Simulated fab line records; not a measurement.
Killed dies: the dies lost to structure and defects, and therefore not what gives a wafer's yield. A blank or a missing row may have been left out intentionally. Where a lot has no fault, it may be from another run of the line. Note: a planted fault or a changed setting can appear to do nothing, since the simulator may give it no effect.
fab line records | flow n5Finfet
[record] lots = 9 wafers = 27 lastDay = 18
route steps=1938 shown BEOL_M1@800 BEOL_M4@1111 PASSIVATION@1936
lots untouched by any fault: they come from a run of this same line in which no faults occurred
startH: hours from the record's opening day to when the first of the lot's shown wafers began | waitH: time in hours since the lot's previous step | " repeats the value in the row above | L1.1+2: a single row standing in for several wafers | - value missing, or start not given | * or withheld: withheld | < > ~ a bound
route shown NAME@n: names a module that has steps shown in the file, with the first one's number in the route | usual: the fault-free wafers' mean and standard deviation | same: alike in all rows | chamber/n: place in a boat | sites: each site's reading | _std_site: standard deviation of those values | _edge_site: outer sites' mean less inner sites' | radiusMm: for every site, how far away it sits from the centre of the wafer | mask NAME#n: copy n | behind: the most recent tool/chamber to have shaped the wafer | hold: why the lot was held/for how many hours/how that ended | device: the n, p or np transistor that did not switch | end of line: tests of these same wafers at the route's end | a step without rows: its recipe alone | killed: the dies lost at the first sort to structure and to defects; this is not the yield of the wafer | map: dies across one wafer; x = killed, . = not, _ = none there
set.NAME: setting as actually run; set.NAME@STEP: the setting as run at that earlier step | model.NAME: the simulator's own value behind a step, which no gauge read
steps of the route over a sample of lots; a table a step, a row a wafer
services: the hour from which a tool's chamber was out of use, counted from the record's first day as startH (under 0 if before that day), plus the number of hours and why
[[steps]]
[step N5_BEOL_M1_TRENCH_ETCH_37]
[recipe] chemistry = C4F6/O2 targetDepthA = 552.07 target = SiOC timeS = 29 ionEnergyEv = 250 pressureMtorr = 30 sourceW = 355 biasW = 185 Ar_flow_sccm = 300 C4F6_flow_sccm = 10 O2_flow_sccm = 10
[usual] drypumpMotorCurrentA = 5.8/0.68 oes_f_703_au = 0.77/0.06 oes_o_777_au = 0.77/0.064 oesProductAu = 0.77/0.059 rfVppV = 665/14 showerheadPlenumPTorr = 2.82/0.07 throttleValvePct = 20.73/0.19
[same] timeS = 29
// columns lot.wafer tool chamber startH waitH drypumpMotorCurrentA oes_f_703_au oes_o_777_au oesProductAu rfHoursCounterH rfVppV showerheadPlenumPTorr throttleValvePct
L258.3 rieDiel-04 0 - - 5.4 0.71 0.72 0.72 179 686 2.93 20.64
L258.4 " 0 " " 5.3 0.71 0.71 0.73 - 687 2.93 20.65
L258.6 " 1 " " 4.7 0.75 0.75 0.76 - 675 2.96 20.65
L261.1 rieDiel-03 2 - - 6.6 0.78 0.79 0.77 167 636 2.73 20.89
L261.2 " 0 " " 6.4 0.78 0.80 0.80 82 664 2.85 20.48
L261.4 " 3 " " 6.4 0.74 0.74 0.73 196 646 2.80 20.75
L263.2 rieDiel-01 1 - - 4.9 0.69 0.69 0.71 194 675 2.72 20.89
L263.4 " 3 " " 6.4 0.86 0.87 0.87 38 651 2.80 20.82
L263.6 " 2 " " 5.2 0.71 0.70 0.72 - 675 2.86 20.60
L265.1 rieDiel-04 2 - - 6.5 0.86 0.88 0.90 15 681 2.79 20.51
L265.4 " 0 " " 5.4 0.70 0.71 0.71 190 686 2.92 20.65
L265.5 " 0 " " 5.4 0.70 0.70 0.72 - 685 2.92 20.65
L264.1 rieDiel-01 1 - - 4.9 0.69 0.69 0.70 198 674 2.71 20.89
L264.2 " 2 " " 5.2 0.71 0.70 0.71 161 674 2.85 20.61
L264.6 " 0 " " 5.6 0.80 0.82 0.79 - 666 2.88 20.99
L272.1 rieDiel-01 0 - - 5.6 0.80 0.81 0.79 135 664 2.87 21.00
L272.3 " 2 " " 5.2 0.70 0.68 0.70 179 674 2.85 20.63
L272.5 " 1 " " 4.9 0.68 0.68 0.69 - 673 2.71 20.92
L273.1 rieDiel-03 1 - - 5.3 0.83 0.81 0.83 59 653 2.89 20.37
L273.2 " 3 " " 6.4 0.73 0.72 0.72 217 644 2.79 20.77
L273.3 " 2 " " 6.6 0.76 0.77 0.74 188 635 2.72 20.93
L274.3 rieDiel-01 2 - - 5.2 0.69 0.68 0.70 182 676 2.84 20.64
L274.5 " 1 " " 4.9 0.67 0.67 0.69 - 675 2.71 20.91
L274.6 " 2 " " 5.2 0.70 0.67 0.69 - 675 2.84 20.64
L276.1 rieDiel-01 3 - - 6.3 0.85 0.85 0.84 57 651 2.79 20.84
L276.4 " 2 " " 5.2 0.69 0.67 0.70 183 674 2.84 20.64
L276.6 " 3 " " 6.4 0.85 0.84 0.85 - 652 2.79 20.83
[step N5_BEOL_M1_SURFACE_TREAT_85]
[recipe] gas = Ar timeS = * ionEnergyEv = * ionCurrentMaCm2 = 0.5 pressureMtorr = * arFlowSccm = 30
[usual] arFlowSccm = 30.00/0.098 throttleValvePct = *
[same] timeS = *
// columns lot.wafer tool chamber startH waitH arFlowSccm throttleValvePct
L258.3 pvdSputter-02 - 138.71 0.2 29.99 *
L258.4 " - " " 30.04 *
L258.6 " - " " 29.95 *
L261.1 pvdSputter-02 - 151.95 0.1 29.98 *
L261.2 " - " " 30.04 *
L261.4 " - " " 29.89 *
L263.2 pvdSputter-01 - 171.72 0.2 29.93 *
L263.4 " - " " 30.08 *
L263.6 " - " " 30.10 *
L265.1 pvdSputter-03 - 181.37 0.4 29.93 *
L265.4 " - " " 30.11 *
L265.5 " - " " 29.97 *
L264.1 pvdSputter-03 - 185.86 0.1 29.99 *
L264.2 " - " " 29.97 *
L264.6 " - " " 30.02 *
L272.1 pvdSputter-02 - 234.61 0.1 29.96 *
L272.3 " - " " 29.90 *
L272.5 " - " " 30.01 *
L273.1 pvdSputter-03 - 239.43 0.3 29.90 *
L273.2 " - " " 30.06 *
L273.3 " - " " 29.69 *
L274.3 pvdSputter-03 - 247.49 0.2 30.03 *
L274.5 " - " " 30.20 *
L274.6 " - " " 30.01 *
L276.1 pvdSputter-01 - 250.55 0.2 30.20 *
L276.4 " - " " 30.20 *
L276.6 " - " " 30.10 *
[step N5_BEOL_M1_CVD_47]
[recipe] material = Co targetThkA = 30 tempC = withheld precursor = CCTBA/H2 pressureTorr = 30 timeS = 223.8
[usual] chamberPressureTorr = 30.00/0.069 runLengthS = 246.9/0.33 timeS = 223.8/0
// columns lot.wafer tool chamber startH waitH chamberPressureTorr runLengthS timeS
L258.3 cvdCo-01 2 138.77 0.0 30.01 247.0 223.8
L258.4 " 0 " " 30.06 246.8 223.8
L258.6 " 2 " " 29.98 246.6 223.8
L261.1 cvdCo-01 1 152.28 0.3 30.12 247.1 223.8
L261.2 " 2 " " 29.86 246.8 223.8
L261.4 " 2 " " 29.93 246.6 223.8
L263.2 cvdCo-02 1 171.85 0.1 - - -
L263.4 " 0 " " - - -
L263.6 " 2 " " - - -
L265.1 cvdCo-02 0 181.66 0.3 - - -
L265.4 " 1 " " - - -
L265.5 " 1 " " - - -
L264.1 cvdCo-01 1 185.92 0.0 - - -
L264.2 " 2 " " - - -
L264.6 " 1 " " - - -
L272.1 cvdCo-01 0 234.69 0.1 30.02 247.1 223.8
L272.3 " 0 " " 30.09 247.0 223.8
L272.5 " 1 " " 30.14 246.7 223.8
L273.1 cvdCo-02 0 239.49 0.0 30.02 247.2 223.8
L273.2 " 1 " " 30.01 247.2 223.8
L273.3 " 2 " " 29.92 246.4 223.8
L274.3 cvdCo-01 2 247.60 0.1 30.07 246.5 223.8
L274.5 " 0 " " 29.98 246.8 223.8
L274.6 " 1 " " 30.01 247.1 223.8
L276.1 cvdCo-02 2 250.63 0.1 30.00 246.5 223.8
L276.4 " 2 " " 30.09 246.6 223.8
L276.6 " 1 " " 29.98 247.3 223.8
[step N5_BEOL_M1_ANNEAL_49]
[recipe] tempC = 400 timeS = 240 ambient = vacuum
[usual] heaterPowerW = 840/67 susceptorTempC = 400.04/0.22
[same] timeS = 240
// columns lot.wafer tool chamber startH waitH heaterPowerW susceptorTempC
L258.3 pvdSputter-02 - 139.01 0.0 815 399.92
L258.4 " - " " 870 400.26
L258.6 " - " " 812 400.00
L261.1 pvdSputter-01 - 153.21 0.0 755 400.30
L261.2 " - " " 909 399.55
L261.4 " - " " 977 399.67
L263.2 pvdSputter-02 - 172.10 0.0 882 400.11
L263.4 " - " " 859 400.28
L263.6 " - " " 819 399.76
L265.1 pvdSputter-03 - 182.37 0.0 729 400.08
L265.4 " - " " 913 399.57
L265.5 " - " " 907 399.96
L264.1 pvdSputter-01 - 186.16 0.0 898 399.80
L264.2 " - " " 960 400.36
L264.6 " - " " 743 400.28
L272.1 pvdSputter-02 - 235.23 0.0 907 400.28
L272.3 " - " " 830 399.93
L272.5 " - " " 839 400.33
L273.1 pvdSputter-02 - 239.73 0.0 844 400.07
L273.2 " - " " 927 399.90
L273.3 " - " " 822 400.14
L274.3 pvdSputter-03 - 247.95 0.0 891 400.35
L274.5 " - " " 724 399.57
L274.6 " - " " 869 399.94
L276.1 pvdSputter-01 - 250.87 0.0 720 399.61
L276.4 " - " " 759 399.43
L276.6 " - " " 739 400.00
[step N5_BEOL_M1_CMP_52]
[recipe] stopOn = SiOC tOverpolishS = 6.8 downForcePsi = 1 platenRpm = 50 clearingPlatenDownForcePsi = 1.5 clearingPlatenRpm = 50 postCmpClean = cuAlkaline targetThkNm = 40 clearingPlatenPadVelocityMS = 0.99484 padVelocityMS = 0.99484
[usual] barrierFieldEndpointS = 25.0/0.63 motorCurrentA = 5.7/0.79 platenRpm = 50.00/0.033
// columns lot.wafer tool chamber startH waitH barrierFieldEndpointS motorCurrentA platenRpm
L258.4 cmp-04 2 141.23 0.2 26.6 5.0 50.00
L258.3 " 3 " " 26.1 5.6 50.08
L258.6 " 2 " " 25.8 5.4 49.95
L261.2 cmp-04 0 155.87 0.2 25.1 4.7 50.02
L261.4 " 2 " " 25.2 5.1 50.04
L261.1 " 3 " " 25.5 5.7 50.00
L263.4 cmp-04 2 174.44 0.3 21.3 5.4 50.03
L263.2 " 0 " " 21.1 4.7 50.00
L263.6 " 2 " " 21.6 5.2 49.95
L265.4 cmp-01 1 184.63 0.2 21.6 6.0 49.99
L265.1 " 2 " " 21.3 6.2 49.99
L265.5 " 0 " " 21.3 7.5 50.00
L264.2 cmp-02 2 188.54 0.4 21.9 4.5 50.04
L264.1 " 0 " " 21.0 6.4 50.03
L264.6 " 2 " " 21.7 4.9 49.97
L272.1 cmp-02 0 237.44 0.3 25.4 6.0 50.10
L272.3 " 2 " " 25.4 4.7 49.99
L272.5 " 3 " " 25.8 4.9 50.00
L273.3 cmp-01 3 242.00 0.3 23.7 6.1 50.00
L273.2 " 1 " " 24.6 6.1 50.01
L273.1 " 2 " " 25.1 6.5 50.01
L274.3 cmp-01 2 250.13 0.2 25.0 6.1 50.00
L274.5 " 2 " " 25.4 6.2 50.00
L274.6 " 3 " " 25.1 6.1 49.98
L276.1 cmp-04 2 253.04 0.3 24.6 5.2 50.00
L276.4 " 1 " " 25.0 6.6 49.96
L276.6 " 2 " " 24.5 5.3 50.02
[step N5_BEOL_M4_RC_MEAS_101]
[usual] DIBL_N = 36.3/2 DIBL_P = 36.3/2.4 IOFF_N = 0.16/0.034 IOFF_P = 0.21/0.035 ION_N = 672/12 ION_P = 459/6.5 SS_N = 71.6/0.67 SS_P = 73.3/0.71 VT_N = 250/3.5 VT_P = -251/3
// columns lot.wafer tool chamber startH waitH DIBL_N[mV/V] DIBL_P[mV/V] IOFF_N[nA/um] IOFF_P[nA/um] ION_N[uA/um] ION_P[uA/um] SS_N[mV/dec] SS_P[mV/dec] VT_N[mV] VT_P[mV]
L258.3 prober-02 0 175.68 0.3 32.6 31.7 0.10 0.15 651 456 70.0 72.0 259 -256
L258.4 " 0 " " 32.3 31.6 0.10 0.15 653 453 69.8 71.8 256 -253
L258.6 " 0 " " 32.3 31.5 0.10 0.15 664 456 70.1 72.1 257 -254
L261.1 prober-02 0 197.18 0.0 35.9 34.6 0.14 0.17 657 444 71.6 73.7 255 -256
L261.2 " 0 " " 39.3 38.7 0.22 0.23 689 463 73.1 74.5 247 -251
L261.4 " 0 " " 35.9 34.3 0.15 0.16 672 452 72.0 73.3 251 -256
L273.1 prober-02 0 293.28 0.0 39.6 39.7 0.21 0.25 684 467 72.5 73.8 244 -249
L273.2 " 0 " " 39.0 39.1 0.19 0.24 676 463 72.7 73.7 249 -249
L273.3 " 0 " " 37.7 38.0 0.17 0.22 674 470 72.5 73.3 251 -251
L276.1 prober-02 0 296.20 0.0 36.1 35.6 0.18 0.19 695 465 71.7 73.0 246 -253
L276.4 " 0 " " 35.3 35.6 0.17 0.19 681 459 71.2 72.9 247 -252
L276.6 " 0 " " 33.6 32.8 0.13 0.15 672 451 71.2 72.8 252 -256
L272.1 prober-02 0 302.96 0.0 36.1 37.3 0.15 0.22 661 462 71.3 73.1 249 -248
L272.3 " 0 " " 36.9 37.7 0.16 0.22 669 469 70.7 72.8 249 -245
L272.5 " 0 " " 36.7 38.0 0.16 0.22 684 474 72.0 73.5 249 -248
L274.3 prober-02 0 319.02 0.3 37.0 38.8 0.20 0.25 682 462 71.8 74.3 247 -248
L274.5 " 0 " " 34.8 34.8 0.15 0.19 666 454 71.2 74.1 249 -252
L274.6 " 0 " " 38.7 38.5 0.24 0.24 676 458 72.4 74.0 244 -249
[step N5_PASSIVATION_PROBE_49]
[usual] defectLimitedYield = 91.4/1.5 killed_at_M0_to_M3 = 33/11 killed_at_M4_up = 14/5.3 killedAtContacts = 13/6.2 killedAtFrontEnd = 39/13 killedAtOther = 3.1/2.8 killedDies = 102/17 killedOnRim = 13/3.8 killedOpen = 68/13 killedShort = 32/7.8 sort_bin_5_function = 5.1/0.95 sort_bin_6_memory = 3.2/0.7 sort_bin_8_speed = 0.02/0.16 sortNPass = 1078/18 sortYieldPct = 91.3/1.5
[same] grossDies = 1180 killedAtBackSide = 0 sort_bin_4_leakage[%] = 0
// columns lot.wafer tool chamber startH waitH defectLimitedYield[%] killed_at_M0_to_M3 killed_at_M4_up killedAtContacts killedAtFrontEnd killedAtOther killedDies killedOnRim killedOpen killedShort sort_bin_5_function[%] sort_bin_6_memory[%] sort_bin_8_speed[%] sortNPass sortYieldPct[%]
L263.2 prober-01 - 319.40 0.1 0 1121 12 6 40 1 1180 152 51 23 90.1 9.8 0 0 0
L263.4 prober-01 - 319.50 0.2 0 1123 7 16 33 1 1180 152 60 23 89.2 10.6 0 0 0
L263.6 prober-01 - 319.60 0.3 0 1134 14 7 24 1 1180 152 49 27 89.3 10.4 0 0 0
L265.1 prober-02 - 342.88 0.0 0 1138 9 4 27 2 1180 152 55 31 89.8 10.0 0 0 0
L265.4 prober-02 - 343.03 0.2 0 1127 12 6 32 3 1180 152 58 27 89.8 9.9 0 0 0
L265.5 prober-02 - 343.08 0.2 0 1131 8 9 30 2 1180 152 64 24 88.6 11.4 0 0 0
L264.1 prober-02 - 357.87 0.0 0 1106 7 17 48 2 1180 152 76 33 88.6 11.3 0 0 0
L264.2 prober-02 - 357.92 0.1 0 1118 7 7 48 0 1180 152 91 28 89.8 9.9 0 0 0
L264.6 prober-02 - 358.12 0.3 0 1119 12 16 30 3 1180 152 78 32 89.8 9.7 0 0 0
L272.1 prober-01 - 409.83 0.0 91.4 26 17 19 34 5 101 11 70 31 5.1 3.4 0 1079 91.4
L272.3 prober-01 - 409.93 0.1 92.4 40 8 23 17 2 90 12 67 23 4.6 2.9 0 1090 92.4
L272.5 prober-01 - 410.03 0.2 92.1 33 16 16 25 3 93 18 58 35 3.9 3.4 0 1087 92.1
// killed by level:class
L263.2 BEOL_M1:areaCvd=881 BEOL_M1:interfaceVoidOpened=225 FIN_SAQP:geometricParticle:open=12 BEOL_M4:geometricParticle:open=9 FIN_SAQP:geometricParticle:short=8 STI_FIN_REVEAL:geometricParticle:open=6 STARTING-WAFER:geometricParticle:open=5 MOL_CONTACT_COAG:geometricParticle:open=4
L263.4 BEOL_M1:areaCvd=843 BEOL_M1:interfaceVoidOpened=254 MOL_CONTACT_COAG:geometricParticle:open=14 FIN_SAQP:geometricParticle:open=12 STI_FIN_REVEAL:geometricParticle:open=7 BEOL_M1:geometricParticle:open=6 FIN_SAQP:geometricParticle:short=5 BEOL_M0_SAQP:geometricParticle:open=5
L263.6 BEOL_M1:areaCvd=864 BEOL_M1:interfaceVoidOpened=240 BEOL_M0_SAQP:geometricParticle:open=10 BEOL_M0_SAQP:geometricParticle:short=10 STI_FIN_REVEAL:geometricParticle:open=7 MOL_CONTACT_COAG:geometricParticle:open=5 BEOL_M1:geometricParticle:open=4 BEOL_M2:geometricParticle:open=4
L265.1 BEOL_M1:areaCvd=860 BEOL_M1:interfaceVoidOpened=234 BEOL_M2:geometricParticle:open=11 BEOL_M3:geometricParticle:open=11 FIN_SAQP:geometricParticle:open=6 BEOL_M0_SAQP:geometricParticle:open=6 BEOL_M2:geometricParticle:short=6 BEOL_M0_SAQP:geometricParticle:short=4
L265.4 BEOL_M1:areaCvd=850 BEOL_M1:interfaceVoidOpened=243 BEOL_M2:geometricParticle:open=16 FIN_SAQP:geometricParticle:short=8 MOL_CONTACT_COAG:geometricParticle:open=6 BEOL_M3:geometricParticle:open=6 FIN_SAQP:geometricParticle:open=5 STI_FIN_REVEAL:geometricParticle:open=4
L265.5 BEOL_M1:areaCvd=846 BEOL_M1:interfaceVoidOpened=245 BEOL_M2:geometricParticle:open=15 STI_FIN_REVEAL:geometricParticle:open=9 MOL_CONTACT_COAG:geometricParticle:open=9 BEOL_M3:geometricParticle:open=8 FIN_SAQP:geometricParticle:short=6 BEOL_M0_SAQP:geometricParticle:open=6
L264.1 BEOL_M1:areaCvd=823 BEOL_M1:interfaceVoidOpened=245 STI_FIN_REVEAL:geometricParticle:open=13 MOL_CONTACT_COAG:geometricParticle:open=13 BEOL_M0_SAQP:geometricParticle:open=9 BEOL_M0_SAQP:geometricParticle:short=8 BEOL_M3:geometricParticle:open=8 FIN_SAQP:geometricParticle:short=6
L264.2 BEOL_M1:areaCvd=853 BEOL_M1:interfaceVoidOpened=208 STI_FIN_REVEAL:geometricParticle:open=28 BEOL_M1:geometricParticle:open=16 BEOL_M2:geometricParticle:open=12 BEOL_M0_SAQP:geometricParticle:short=11 BEOL_M0_SAQP:geometricParticle:open=10 MOL_CONTACT_COAG:geometricParticle:open=5
L264.6 BEOL_M1:areaCvd=803 BEOL_M1:interfaceVoidOpened=267 STI_FIN_REVEAL:geometricParticle:open=18 BEOL_M0_SAQP:geometricParticle:short=14 MOL_CONTACT_COAG:geometricParticle:open=12 BEOL_M0_SAQP:geometricParticle:open=10 BEOL_M4:geometricParticle:open=10 BEOL_M1:geometricParticle:open=6
L272.1 MOL_CONTACT_COAG:geometricParticle:open=18 BEOL_M4:geometricParticle:open=10 STI_FIN_REVEAL:geometricParticle:open=8 BEOL_M2:geometricParticle:open=7 BEOL_M0_SAQP:geometricParticle:short=6 FIN_SAQP:geometricParticle:open=5 FIN_SAQP:geometricParticle:short=5 DUMMY_GATE:geometricParticle:open=5
L272.3 MOL_CONTACT_COAG:geometricParticle:open=19 BEOL_M1:geometricParticle:open=10 BEOL_M0_SAQP:geometricParticle:open=9 BEOL_M2:geometricParticle:open=6 BEOL_M3:geometricParticle:open=5 MOL_CONTACT_COAG:geometricParticle:short=4 BEOL_M3:geometricParticle:short=4 FIN_SAQP:geometricParticle:short=3
L272.5 MOL_CONTACT_COAG:geometricParticle:open=12 BEOL_M0_SAQP:geometricParticle:short=11 STI_FIN_REVEAL:geometricParticle:open=6 BEOL_M8:geometricParticle:open=6 BEOL_M0_SAQP:geometricParticle:open=5 BEOL_M3:geometricParticle:open=5 FIN_SAQP:geometricParticle:open=4 MOL_CONTACT_COAG:geometricParticle:short=4
[[services]]
// columns tool chamber startH hours kind
pvdSputter-02 - 115.86 8.0 repair
cvdCo-01 - 131.30 3.8 pm
rieDiel-01 1 136.98 6.2 repair
cmp-01 - 146.36 4.0 pm
cvdCo-02 - 151.32 1.5 repair
cmp-02 - 156.03 16.5 pm
rieDiel-04 3 157.82 7.7 repair
rieDiel-01 3 159.74 5.1 repair
rieDiel-04 0 164.51 10.8 repair
cvdCo-02 - 167.38 4.1 repair
cmp-01 - 173.90 7.2 repair
cvdCo-02 2 174.06 10.5 repair
cmp-01 - 187.32 1.9 repair
rieDiel-01 0 192.03 15.2 repair
pvdSputter-02 - 197.53 7.5 repair
rieDiel-01 3 199.51 13.7 repair
cmp-02 - 203.16 2.4 repair
rieDiel-01 1 203.97 4.9 repair
cmp-01 - 213.33 1.3 repair
cmp-02 - 226.00 6.5 pm
cvdCo-01 2 232.36 3.2 repair
rieDiel-01 3 233.71 4.6 repair
cmp-04 - 236.49 3.8 pm
cmp-01 - 243.11 5.2 pm
[[key]]
[firstSign] step = N5_BEOL_M1_CVD_47 reading = toolRecord direction = missing
[effect] step = N5_BEOL_M1_CMP_52 reading = barrierFieldEndpointS direction = down sigmas = 5.6 usual = 25.0 struck = 21.4
[effect] step = N5_PASSIVATION_PROBE_49 reading = killed_at_M0_to_M3 direction = up sigmas = 99+ usual = 33 struck = 1124
[moreKillsBornAt] N5_BEOL_M1_CVD_47@cvdCo-02 = 5143 N5_BEOL_M1_CVD_47@cvdCo-01 = 2474
metAt N5_BEOL_M1_CVD_47
struckLots L263,L264,L265
laterRowsLeftOut L263.2,L263.4,L263.6,L264.1,L264.2,L264.6,L265.1,L265.4,L265.5
notActingAt N5_BEOL_M1_TRENCH_ETCH_37,N5_BEOL_M1_SURFACE_TREAT_85,N5_BEOL_M1_ANNEAL_49
onsetBetween 152.28 171.85
[fault] kind = skippedStepWhole tool = cvdCo-01,cvdCo-02 chamber = - onsetH = 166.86 steps = N5_BEOL_M1_CVD_47 scope = struckLotsOnly
// laterRowsLeftOut: the simulator's readings of these wafers behind a module that went badly wrong aren't trusted and aren't shown, but for the sort
